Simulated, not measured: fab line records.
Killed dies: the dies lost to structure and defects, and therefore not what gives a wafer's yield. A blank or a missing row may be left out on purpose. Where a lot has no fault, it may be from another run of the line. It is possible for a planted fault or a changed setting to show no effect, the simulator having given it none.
Matching of chambers | flow n5Finfet | 4 sister chambers for N5_HKMG_FIN_ALD_91 on aldMetal-02
The step deposits TiN, target thk 1 nm, pulse time 1 s, purge time 3 s. 16 wafers are shown with their chamber, then 8 later ones without.

WAFERS WITH THEIR CHAMBER
wafer  | chamber | heaterPowerW (W) | precursorPulseHeightRel
L074.3 | 3       | 923              | 1.028
L074.4 | 0       | 726              | 0.980
L074.5 | 1       | 971              | 1.019
L082.1 | 0       | 748              | 0.972
L082.3 | 2       | 857              | 1.001
L082.6 | 0       | 722              | 0.954
L087.1 | 1       | 985              | 0.975
L087.2 | 3       | 920              | 1.017
L087.6 | 2       | 822              | 0.998
L088.1 | 1       | 991              | 0.993
L088.5 | 0       | 725              | 0.982
L088.6 | 3       | 933              | 1.021
L090.2 | 2       | 831              | 1.004
L090.3 | 1       | 995              | 0.991
L090.6 | 1       | 996              | 1.010
L095.1 | 3       | 907              | 0.973

SIGNATURES (averages over the wafers above)
reading                 | chamber 0 | chamber 1 | chamber 2 | chamber 3 | scatter within a chamber
heaterPowerW            | 730.25    | 987.60    | 836.67    | 920.75    | 12.4
precursorPulseHeightRel | 0.97200   | 0.99760   | 1.00100   | 1.00975   | 0.0172
Rule: a wafer lies at a distance from a chamber equal to the root of the sum of squares, over the readings, of (its reading less the chamber's mean, divided by the reading's scatter). The wafer belongs to the nearest chamber; if the next one is less than 2 further off, it can't be placed. How the scatter is found: for the shown wafers, subtract from each reading the mean of its chamber, square and add these, divide the total by (wafers less chambers), then take the root.

WAFERS WITH NO CHAMBER GIVEN
wafer  | heaterPowerW (W) | precursorPulseHeightRel
L095.3 | 992              | 0.974
L095.6 | 760              | 1.013
L096.1 | 858              | 0.978
L096.5 | 933              | 1.003
L096.6 | 725              | 1.008
L097.2 | 946              | 1.032
L097.3 | 849              | 1.030
L097.6 | 863              | 0.982

WHICH CHAMBER EACH ONE RAN IN
wafer  | from the rows above     | in truth
L095.3 | 1                       | 1
L095.6 | 0                       | 0
L096.1 | 2                       | 2
L096.5 | 3                       | 3
L096.6 | 0                       | 0
L097.2 | can't be placed: 3 or 1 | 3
L097.3 | 2                       | 2
L097.6 | 2                       | 2
Placed correctly: 7 of 8. Cannot be placed on the basis of these rows: 1; the candidates contain the true chamber in 1. Number placed wrongly: 0.
